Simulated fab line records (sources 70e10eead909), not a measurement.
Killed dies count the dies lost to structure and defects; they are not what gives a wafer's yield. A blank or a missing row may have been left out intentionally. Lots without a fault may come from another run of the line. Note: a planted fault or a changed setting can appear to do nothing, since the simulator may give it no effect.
fab line records ; flow nandHarc
[record] lots = 5; wafers = 15; lastDay = 24
route steps=1159 shown A_BONDPAD@1071 END@1159
lots that met no fault: from a run of the same line without faults
startH: hours from the record's first day to the start of the lot's first wafer shown ; waitH: hours from the lot's prior step to this one ; " as in the row above ; L1.1+2: a single row standing in for several wafers ; - no value, or no start given ; * or withheld: withheld ; < > ~ a bound
route shown NAME@n: NAME is a module with steps in the file, n the number in the route of the first one ; usual: mean and standard deviation over wafers with no fault ; same: alike in all rows ; chamber/n: place in a boat ; sites: each site's reading ; _std_site: standard deviation across them ; _edge_site: mean of outer sites minus mean of inner sites ; radiusMm: for every site, how far away it sits from the centre of the wafer ; mask NAME#n: copy n ; behind: the most recent tool/chamber to have shaped the wafer ; hold: why the lot went on hold/how many hours it stayed there/how the hold came to an end ; device: the transistor (n, p or np) that didn't switch ; end of line: at the end of the route, the tests of the same wafers ; a step without rows: its recipe alone ; killed: the dies lost at the first sort to structure and to defects; this is not the yield of the wafer ; map: a wafer's dies, x killed, . not, _ none there
set.NAME: setting as actually run; set.NAME@STEP: the setting as run at that earlier step ; model.NAME: the simulator's own value behind a step, which no gauge read
lots at selected steps of the route; one table per step, one row per wafer
services: from which hour (startH, from the record's first day; less than 0 if before it) a tool's chamber was out of use, for how many hours, and why
[[steps]]
[step NHARC_A_BONDPAD_DEVELOP_08]
[recipe] timeS = 50; devTempC = 22
[step NHARC_A_BONDPAD_CD_MEAS_09]
[recipe] targetCdNm = 500; landingEnergyEv = 500
[usual] cdNm = 500.2/1.5
lot.wafer;tool;chamber;startH;waitH;cdNm
L980.2;cdSem-02;0;412.44;-;500.2
L980.5;cdSem-02;0;412.44;-;497.9
L980.6;cdSem-02;0;412.44;-;499.5
L979.1;cdSem-01;0;419.16;-;499.5
L979.2;cdSem-01;0;419.16;-;497.8
L979.3;cdSem-01;0;419.16;-;499.9
L996.1;cdSem-01;0;504.78;-;501.3
L996.5;cdSem-01;0;504.78;-;500.0
L996.6;cdSem-01;0;504.78;-;500.9
L994.2;cdSem-01;0;518.66;-;499.0
L994.4;cdSem-01;0;518.66;-;500.3
L994.5;cdSem-01;0;518.66;-;500.2
L999.2;cdSem-02;0;530.27;-;499.8
L999.5;cdSem-02;0;530.27;-;501.2
L999.6;cdSem-02;0;530.27;-;501.3
[step NHARC_A_BONDPAD_OVL_MEAS_35]
[usual] overlayXNm = 3/6.3; overlayYNm = 1/7.1
lot.wafer;tool;chamber;startH;waitH;overlayXNm;overlayYNm
L980.2;overlay-02;-;412.52;-;-2;-8
L980.5;overlay-02;-;412.52;-;-2;-8
L980.6;overlay-02;-;412.52;-;-2;-8
L979.1;overlay-02;-;419.25;-;10;-7
L979.2;overlay-02;-;419.25;-;10;-7
L979.3;overlay-02;-;419.25;-;10;-8
L996.1;overlay-02;-;504.87;-;-3;-8
L996.5;overlay-02;-;504.87;-;-3;-7
L996.6;overlay-02;-;504.87;-;-3;-8
L994.2;overlay-02;-;518.74;-;5;9
L994.4;overlay-02;-;518.74;-;5;10
L994.5;overlay-02;-;518.74;-;5;10
L999.2;overlay-01;-;530.35;-;9;0
L999.5;overlay-01;-;530.35;-;9;1
L999.6;overlay-01;-;530.35;-;8;0
[step NHARC_A_BONDPAD_HARDBAKE_10]
[recipe] tempC = 118; timeS = 65
[step NHARC_A_BONDPAD_DESCUM_11]
[recipe] timeS = 3; o2FlowSccm = 200; arFlowSccm = 0; biasPowerW = 0; chemistry = O2
[step NHARC_A_BONDPAD_ETCH_34]
[recipe] targetDepthA = 600; overetchA = 180; timeS = 65.91; ionEnergyEv = 200; n2FlowSccm = 150; h2FlowSccm = 150; arFlowSccm = 0; rfW = 400; biasW = 150; chemistry = N2/H2
[usual] drypumpMotorCurrentA = 5.5/0.42; n2FlowSccm = 150.0/0.48; oesProductAu = 1.001/0.0083; rfVppV = 430.8/2.6; showerheadPlenumPTorr = 2.05/0.094; throttleValvePct = 14.168/0.009
lot.wafer;tool;chamber;startH;waitH;drypumpMotorCurrentA;n2FlowSccm;oesProductAu;rfHoursCounterH;rfVppV;showerheadPlenumPTorr;throttleValvePct
L980.2;rieDiel-10;1;412.76;0.1;5.0;149.6;1.009;2;429.5;1.99;14.149
L980.6;rieDiel-10;1;412.76;0.1;5.0;149.9;1.019;-;429.7;1.99;14.167
L980.5;rieDiel-10;2;412.76;0.1;5.2;150.2;1.007;-;436.0;2.20;14.172
L979.1;rieDiel-10;3;419.46;0.1;5.6;150.5;1.013;3;430.8;2.05;14.160
L979.3;rieDiel-10;0;419.46;0.1;5.3;149.7;1.010;2;429.4;1.97;14.156
L979.2;rieDiel-10;2;419.46;0.1;5.2;150.0;1.006;3;434.5;2.20;14.178
L996.1;rieDiel-03;0;505.17;0.2;5.3;149.7;1.001;38;433.9;2.20;14.182
L996.6;rieDiel-03;2;505.17;0.2;6.8;149.0;1.004;-;429.1;2.00;14.166
L996.5;rieDiel-03;3;505.17;0.2;6.4;150.3;1.012;-;433.1;2.12;14.177
L994.4;rieDiel-10;2;518.96;0.1;5.2;150.2;0.997;6;433.5;2.20;14.174
L994.2;rieDiel-10;0;518.96;0.1;5.3;149.1;0.997;6;429.9;1.97;14.176
L994.5;rieDiel-10;1;518.96;0.1;5.0;150.1;1.008;-;429.9;1.99;14.178
L999.2;rieDiel-01;2;530.66;0.1;5.5;150.4;0.997;5;426.4;1.90;14.188
L999.5;rieDiel-01;0;530.66;0.1;5.3;149.5;1.008;-;431.1;2.08;14.157
L999.6;rieDiel-01;1;530.66;0.1;5.7;149.7;1.010;-;432.5;2.10;14.163
[step NHARC_A_BONDPAD_ETCH_12]
[recipe] targetDepthA = 2200; timeS = 110; chf3FlowSccm = 50; o2FlowSccm = 10; arFlowSccm = 200; rfW = 500; biasW = 200; chemistry = CHF3/O2
[step NHARC_A_BONDPAD_CD_MEAS_13]
[usual] cdNm = 499.7/1.5
lot.wafer;tool;chamber;startH;waitH;cdNm
L980.2;cdSem-01;-;413.01;-;499.9
L980.5;cdSem-01;-;413.01;-;496.8
L980.6;cdSem-01;-;413.01;-;498.9
L979.1;cdSem-03;-;419.69;-;499.6
L979.2;cdSem-03;-;419.69;-;497.4
L979.3;cdSem-03;-;419.69;-;500.0
L996.1;cdSem-01;-;505.45;-;501.1
L996.5;cdSem-01;-;505.45;-;498.4
L996.6;cdSem-01;-;505.45;-;500.4
L994.2;cdSem-01;-;519.18;-;499.7
L994.4;cdSem-01;-;519.18;-;499.5
L994.5;cdSem-01;-;519.18;-;499.4
L999.2;cdSem-02;-;531.48;-;499.5
L999.5;cdSem-02;-;531.48;-;501.0
L999.6;cdSem-02;-;531.48;-;500.2
[step NHARC_A_BONDPAD_STRIP_15]
[recipe] o2FlowSccm = 500; arFlowSccm = 0; biasW = 0; chemistry = O2
[usual] drypumpMotorCurrentA = 5.5/0.46; oesProductAu = 1.001/0.0088; rfVppV = 57.9/0.93; showerheadPlenumPTorr = 3.55/0.15; throttleValvePct = 17.037/0.009
lot.wafer;tool;chamber;startH;waitH;drypumpMotorCurrentA;oesProductAu;rfHoursCounterH;rfVppV;showerheadPlenumPTorr;throttleValvePct
L980.2;rieDiel-10;3;413.13;0.1;5.6;0.995;2;59.5;3.55;17.037
L980.6;rieDiel-10;1;413.13;0.1;5.0;1.006;-;56.0;3.44;17.046
L980.5;rieDiel-10;2;413.13;0.1;5.2;1.005;-;57.8;3.78;17.020
L979.1;rieDiel-01;3;419.78;0.1;5.6;0.995;18;57.9;3.67;17.045
L979.3;rieDiel-01;0;419.78;0.1;5.3;0.995;18;58.6;3.60;17.028
L979.2;rieDiel-01;1;419.78;0.1;5.7;0.999;17;58.5;3.64;17.040
L996.1;rieDiel-03;2;505.58;0.1;6.8;1.014;38;58.2;3.46;17.026
L996.5;rieDiel-03;1;505.58;0.1;6.4;1.004;-;55.7;3.29;17.032
L996.6;rieDiel-03;2;505.58;0.1;6.8;1.013;-;57.7;3.46;17.017
L994.4;rieDiel-01;2;519.26;0.1;5.5;0.995;3;56.1;3.32;17.036
L994.2;rieDiel-01;0;519.26;0.1;5.3;1.002;3;57.7;3.59;17.043
L994.5;rieDiel-01;3;519.26;0.1;5.6;0.998;-;57.5;3.66;17.037
L999.2;rieDiel-01;0;531.55;0.1;5.3;1.005;5;58.0;3.59;17.032
L999.6;rieDiel-01;0;531.55;0.1;5.3;1.017;-;58.5;3.59;17.055
L999.5;rieDiel-01;1;531.55;0.1;5.7;1.007;-;57.7;3.63;17.045
[step NHARC_A_BONDPAD_ETCH_24]
[recipe] targetDepthA = 300; overEtchFrac = 0.3; timeS = 72.99; ionEnergyEv = 150; cf4FlowSccm = 50; n2FlowSccm = 100; arFlowSccm = 150; rfW = 300; biasW = 100; chemistry = CF4/N2
[usual] drypumpMotorCurrentA = 5.5/0.45; n2FlowSccm = 100.0/0.31; oesProductAu = 1.001/0.0079; rfVppV = 314.4/2.1; showerheadPlenumPTorr = 2.64/0.11; throttleValvePct = 19.794/0.0088
lot.wafer;tool;chamber;startH;waitH;drypumpMotorCurrentA;n2FlowSccm;oesProductAu;rfHoursCounterH;rfVppV;showerheadPlenumPTorr;throttleValvePct
L980.2;rieDiel-10;1;413.29;0.1;5.0;100.1;1.018;2;312.3;2.56;19.812
L980.6;rieDiel-10;2;413.29;0.1;5.2;99.6;1.003;-;317.6;2.82;19.803
L980.5;rieDiel-10;3;413.29;0.1;5.6;100.4;0.996;-;314.3;2.64;19.780
L979.3;rieDiel-01;1;-;-;5.7;99.5;1.000;17;314.4;2.71;19.808
L979.2;rieDiel-01;2;-;-;5.6;100.3;1.005;19;311.9;2.47;19.784
L979.1;rieDiel-01;3;-;-;5.6;99.9;0.997;18;315.2;2.73;19.797
L996.1;rieDiel-03;1;-;-;6.4;99.6;0.996;44;311.0;2.44;19.815
L996.5;rieDiel-03;1;-;-;6.4;100.2;0.995;-;309.7;2.44;19.792
L996.6;rieDiel-03;2;-;-;6.7;98.9;1.006;-;312.5;2.58;19.791
L994.4;rieDiel-01;2;-;-;5.6;100.1;0.992;3;311.0;2.47;19.794
L994.2;rieDiel-01;0;-;-;5.3;99.9;1.012;3;315.5;2.67;19.799
L994.5;rieDiel-01;2;-;-;5.6;100.3;1.000;-;312.2;2.46;19.805
L999.2;rieDiel-01;2;-;-;5.6;100.4;0.994;6;311.5;2.46;19.792
L999.6;rieDiel-01;2;-;-;5.5;100.3;0.994;-;310.7;2.46;19.778
L999.5;rieDiel-01;3;-;-;5.6;100.0;0.994;-;316.3;2.72;19.805
[step NHARC_A_BONDPAD_STRIP_16]
[recipe] timeS = 600; tempC = 30; chemistry = postEtchResidueRemover
[step NHARC_A_BONDPAD_DEGAS_25]
[recipe] tempC = 300; timeS = 60
[usual] heaterPowerW = 468/34
lot.wafer;tool;chamber;startH;waitH;heaterPowerW
L980.2;pvdSputter-03;-;413.70;-;468
L980.5;pvdSputter-03;-;413.70;-;473
L980.6;pvdSputter-03;-;413.70;-;483
L979.3;pvdSputter-01;-;420.31;-;465
L979.2;pvdSputter-01;-;420.31;-;503
L979.1;pvdSputter-01;-;420.31;-;480
L996.1;pvdSputter-01;-;506.12;-;442
L996.6;pvdSputter-01;-;506.12;-;476
L996.5;pvdSputter-01;-;506.12;-;436
L994.2;pvdSputter-03;-;519.81;-;443
L994.4;pvdSputter-03;-;519.81;-;471
L994.5;pvdSputter-03;-;519.81;-;463
L999.2;pvdSputter-01;-;532.22;-;451
L999.6;pvdSputter-01;-;532.22;-;455
L999.5;pvdSputter-01;-;532.22;-;480
[step NHARC_A_BONDPAD_PRE_CLEAN_26]
[recipe] timeS = 30; tempC = 280; gas = H2/He
[usual] heaterPowerW = 412/28; susceptorTempC = 279.99/0.17
lot.wafer;tool;chamber;startH;waitH;heaterPowerW;susceptorTempC
L980.2;pvdSputter-03;-;413.73;-;413;280.10
L980.6;pvdSputter-03;-;413.73;-;403;279.92
L980.5;pvdSputter-03;-;413.73;-;420;280.36
L979.3;pvdSputter-01;-;420.37;-;408;279.97
L979.1;pvdSputter-01;-;420.37;-;453;280.39
L979.2;pvdSputter-01;-;420.37;-;418;280.11
L996.1;pvdSputter-01;-;506.17;-;424;279.92
L996.6;pvdSputter-01;-;506.17;-;438;280.03
L996.5;pvdSputter-01;-;506.17;-;428;279.96
L994.4;pvdSputter-03;-;519.87;-;400;280.00
L994.2;pvdSputter-03;-;519.87;-;419;278.06
L994.5;pvdSputter-03;-;519.87;-;405;279.61
L999.2;pvdSputter-01;-;532.27;-;388;-
L999.5;pvdSputter-01;-;532.27;-;388;-
L999.6;pvdSputter-01;-;532.27;-;402;-
[step NHARC_A_BONDPAD_PVD_17]
[recipe] targetThkA = 50; biasV = 168.6; powerW = 15000; chamberPressurePa = 0.12; timeS = 8.06; substrateTempC = 50; material = TaN
[usual] substrateTempC = 50.01/0.11; throttleValvePct = 30.1/1
lot.wafer;tool;chamber;startH;waitH;substrateTempC;throttleValvePct
L980.2;pvdSputter-03;-;-;-;50.09;30.8
L980.5;pvdSputter-03;-;-;-;49.99;31.3
L980.6;pvdSputter-03;-;-;-;49.98;30.7
L979.3;pvdSputter-01;-;-;-;49.77;27.6
L979.2;pvdSputter-01;-;-;-;50.01;30.4
L979.1;pvdSputter-01;-;-;-;49.99;30.4
L996.1;pvdSputter-01;-;-;-;50.12;27.8
L996.6;pvdSputter-01;-;-;-;50.06;30.6
L996.5;pvdSputter-01;-;-;-;49.92;31.0
L994.4;pvdSputter-03;-;-;-;50.04;29.3
L994.2;pvdSputter-03;-;-;-;49.99;31.6
L994.5;pvdSputter-03;-;-;-;49.92;29.8
L999.2;pvdSputter-01;-;-;-;50.24;31.6
L999.5;pvdSputter-01;-;-;-;49.92;30.9
L999.6;pvdSputter-01;-;-;-;49.92;30.2
[step NHARC_END_SORT_01]
[recipe] tempC = 25
[usual] defectLimitedYield = 95.5/1.6; killedAtArray = 27/11; killedAtOther = 0.8/1.1; killedAtPeriphery = 2.8/1.9; killedDies = 30/11; killedOpen = 3.3/1.8; killedShort = 2.3/1.5; sort_bin_2_pct = 1.4/0.68; sort_bin_3_pct = 0.27/0.22; sort_bin_4_pct = 2.8/0.99; sortNPass = 647/11; sortRimYieldPct = 94.3/2.9; sortYieldPct = 95.5/1.6
[same] grossDies = 677; sort_bin_5_pct[%] = 0; sort_bin_6_pct[%] = 0; sort_bin_7_pct[%] = 0; sort_bin_8_pct[%] = 0; sortRimNGross = 106.00
lot.wafer;tool;chamber;startH;waitH;defectLimitedYield[%];killedAtArray;killedAtOther;killedAtPeriphery;killedDies;killedOpen;killedShort;sort_bin_2_pct[%];sort_bin_3_pct[%];sort_bin_4_pct[%];sortNPass;sortRimYieldPct[%];sortYieldPct[%]
L980.2;prober-01;0;453.68;2.8;95.6;25;0;5;30;3;3;1.6;0.59;2.2;647;96.2;95.6
L980.5;prober-01;0;456.11;3.7;96.3;22;1;2;25;7;3;1.3;0.44;1.9;652;92.5;96.3
L980.6;prober-01;0;456.91;4.0;96.5;16;1;7;24;4;3;1.5;0;2.1;653;97.2;96.5
L979.1;prober-01;0;460.69;2.5;97.2;14;0;5;19;1;3;1.0;0;1.8;658;97.2;97.2
L979.2;prober-01;0;461.49;2.8;97.6;14;0;2;16;5;0;0.7;0.30;1.3;661;97.2;97.6
L979.3;prober-01;0;462.29;3.1;97.0;18;0;2;20;2;3;1.2;0.15;1.6;657;98.1;97.0
L996.1;prober-02;0;536.78;2.5;94.1;38;2;0;40;3;2;2.1;0.30;3.5;637;91.5;94.1
L996.5;prober-02;0;539.96;3.7;93.1;42;0;5;47;4;5;2.5;0.30;4.1;630;91.5;93.1
L996.6;prober-02;0;540.76;4.0;95.4;30;1;0;31;0;1;1.8;0.15;2.7;646;94.3;95.4
L994.2;prober-02;0;548.67;2.8;93.8;38;1;3;42;5;2;1.6;0.30;4.3;635;93.4;93.8
L994.4;prober-02;0;550.27;3.4;91.4;50;4;4;58;6;2;3.1;0.89;4.6;619;93.4;91.4
L994.5;prober-02;0;551.08;3.7;91.7;55;0;1;56;4;2;3.4;0.59;4.3;621;95.3;91.7
L999.2;prober-02;0;564.26;2.8;96.5;23;0;1;24;2;1;0.7;0.30;2.5;653;93.4;96.5
L999.5;prober-02;0;566.67;3.7;94.4;35;2;1;38;4;0;2.1;0.74;2.8;639;98.1;94.4
L999.6;prober-02;0;567.47;4.0;96.2;24;0;2;26;2;3;1.8;0.15;1.9;651;91.5;96.2
// killed by level:class
L980.2 A_SLIT:chamberFilmFlake=9 P_GATE:chamberFilmFlake=3 A_WL_FILL:chamberFilmFlake=3 A_BLC:chamberFilmFlake=3 A_CHANNEL_FILL_D1:geometricParticle:short=2 A_BLC:geometricParticle:open=2 A_CHANNEL_HOLE_D1:chamberFilmFlake=2 A_CONTACT:chamberFilmFlake=2
L980.5 A_SLIT:chamberFilmFlake=5 A_CONTACT:geometricParticle:open=3 A_CHANNEL_HOLE_D1:chamberFilmFlake=2 A_STAIRCASE:chamberFilmFlake=2 A_BLC:chamberFilmFlake=2 A_ONON_D1:geometricParticle:short=1 A_ONON_D1:geometricParticle:open=1 A_CHANNEL_FILL_D1:geometricParticle:short=1
L980.6 A_SLIT:chamberFilmFlake=5 P_STI:chamberFilmFlake=4 A_WL_FILL:chamberFilmFlake=4 P_STI:geometricParticle:short=1 P_GATE:geometricParticle:open=1 A_ONON_D1:geometricParticle:open=1 A_CHANNEL_HOLE_D1:geometricParticle:short=1 A_CHANNEL_FILL_D1:geometricParticle:short=1
L979.1 A_CHANNEL_HOLE_D1:chamberFilmFlake=11 P_STI:chamberFilmFlake=2 P_STI:geometricParticle:short=1 P_GATE:geometricParticle:open=1 P_CONTACT:geometricParticle:short=1 A_SOURCE_PLATE:unspecified:short=1 A_SLIT:chamberFilmFlake=1 A_CONTACT:chamberFilmFlake=1
L979.2 A_CHANNEL_HOLE_D1:chamberFilmFlake=7 A_M0:geometricParticle:open=4 P_STI:chamberFilmFlake=2 A_CONTACT:chamberFilmFlake=2 A_CHANNEL_FILL_D1:geometricParticle:open=1
L979.3 A_CHANNEL_HOLE_D1:chamberFilmFlake=15 A_ONON_D1:geometricParticle:open=2 P_CONTACT:geometricParticle:short=1 P_M1:geometricParticle:short=1 A_WL_FILL:geometricParticle:short=1
L996.1 A_SLIT:chamberFilmFlake=13 A_CHANNEL_HOLE_D1:chamberFilmFlake=10 A_CONTACT:chamberFilmFlake=4 A_STAIRCASE:chamberFilmFlake=3 A_ONON_D1:geometricParticle:short=2 A_CHANNEL_FILL_D1:chamberFilmFlake=2 A_WL_FILL:geometricParticle:open=1 A_M0:geometricParticle:open=1
L996.5 A_CHANNEL_HOLE_D1:chamberFilmFlake=14 A_SLIT:chamberFilmFlake=13 A_STAIRCASE:chamberFilmFlake=4 A_CHANNEL_FILL_D1:geometricParticle:short=3 P_ZERO_WELL:chamberFilmFlake=3 A_CHANNEL_FILL_D1:geometricParticle:open=2 A_CONTACT:chamberFilmFlake=2 P_CONTACT:geometricParticle:short=1
L996.6 A_CHANNEL_HOLE_D1:chamberFilmFlake=19 A_SLIT:chamberFilmFlake=5 A_STAIRCASE:chamberFilmFlake=2 A_ONON_D1:geometricParticle:short=1 A_CHANNEL_FILL_D1:chamberFilmFlake=1 A_WL_FILL:chamberFilmFlake=1 A_M1:chamberFilmFlake=1 THIN_TSV:chamberFilmFlake=1
L994.2 A_SLIT:chamberFilmFlake=18 A_CHANNEL_HOLE_D1:chamberFilmFlake=8 A_STAIRCASE:chamberFilmFlake=6 P_M1:geometricParticle:open=1 P_M1:geometricParticle:short=1 A_ONON_D1:geometricParticle:short=1 A_WL_FILL:geometricParticle:open=1 A_CONTACT:geometricParticle:open=1
L994.4 A_SLIT:chamberFilmFlake=18 A_CHANNEL_HOLE_D1:chamberFilmFlake=16 A_STAIRCASE:chamberFilmFlake=6 A_CONTACT:chamberFilmFlake=5 THIN_TSV:chamberFilmFlake=3 P_CONTACT:geometricParticle:open=1 P_M0:geometricParticle:open=1 P_M0:geometricParticle:short=1
L994.5 A_CHANNEL_HOLE_D1:chamberFilmFlake=21 A_SLIT:chamberFilmFlake=17 A_CONTACT:chamberFilmFlake=6 A_STAIRCASE:chamberFilmFlake=5 A_SOURCE_PLATE:geometricParticle:open=2 A_CONTACT:geometricParticle:open=2 A_SGD_CUT:geometricParticle:short=1 A_CONTACT:geometricParticle:short=1
L999.2 A_CHANNEL_HOLE_D1:chamberFilmFlake=6 A_SLIT:chamberFilmFlake=6 A_STAIRCASE:chamberFilmFlake=3 A_CONTACT:chamberFilmFlake=3 A_ZERO_WELL:chamberFilmFlake=2 P_M0:geometricParticle:open=1 A_CHANNEL_FILL_D1:geometricParticle:open=1 A_M0:geometricParticle:short=1
L999.5 A_SLIT:chamberFilmFlake=16 A_CHANNEL_HOLE_D1:chamberFilmFlake=6 A_CONTACT:chamberFilmFlake=5 A_STAIRCASE:chamberFilmFlake=3 A_CHANNEL_FILL_D1:geometricParticle:open=2 P_CONTACT:geometricParticle:open=1 THIN_TSV:geometricParticle:open=1 A_ZERO_WELL:chamberFilmFlake=1
L999.6 A_SLIT:chamberFilmFlake=8 A_CONTACT:chamberFilmFlake=5 A_STAIRCASE:chamberFilmFlake=4 A_CHANNEL_HOLE_D1:chamberFilmFlake=2 P_CONTACT:geometricParticle:open=1 A_SOURCE_PLATE:geometricParticle:short=1 A_CHANNEL_FILL_D1:geometricParticle:open=1 A_WL_FILL:geometricParticle:short=1
[[services]]
tool;chamber;startH;hours;kind
rieDiel-03;-;392.45;9.0;pm
rieDiel-01;0;397.36;-;clean
rieDiel-01;1;397.36;-;clean
rieDiel-01;2;397.36;-;clean
rieDiel-01;3;397.36;-;clean
rieDiel-10;0;411.03;5.3;repair
rieDiel-01;0;421.86;-;clean
rieDiel-01;1;421.86;-;clean
rieDiel-01;2;421.86;-;clean
rieDiel-01;3;421.86;-;clean
rieDiel-01;3;442.07;24.2;repair
rieDiel-03;0;444.31;9.1;repair
rieDiel-01;0;446.36;-;clean
rieDiel-01;1;446.36;-;clean
rieDiel-01;2;446.36;-;clean
pvdSputter-01;-;448.04;17.1;repair
pvdSputter-03;-;458.07;10.0;pm
rieDiel-03;2;466.36;3.2;repair
rieDiel-01;0;470.91;-;clean
rieDiel-01;1;470.91;-;clean
rieDiel-01;-;491.83;9.0;pm
rieDiel-03;0;509.33;26.2;repair
pvdSputter-01;-;514.00;10.0;pm
rieDiel-10;3;529.19;8.0;repair
[[key]]
[firstSign] step = NHARC_A_BONDPAD_PRE_CLEAN_26; reading = susceptorTempC; direction = down; sigmas = 11; usual = *; struck = *
effect none on later readings
metAt NHARC_A_BONDPAD_PRE_CLEAN_26
struckWafers L994.2
[fault] kind = processParameterDrift; tool = pvdSputter-03; chamber = -; onsetH = 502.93; steps = NHARC_A_BONDPAD_PRE_CLEAN_26; channel = tempC; offset = *; shape = step; endH = 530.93; actsIn = *; stated = *; scope = struckWafersOnly
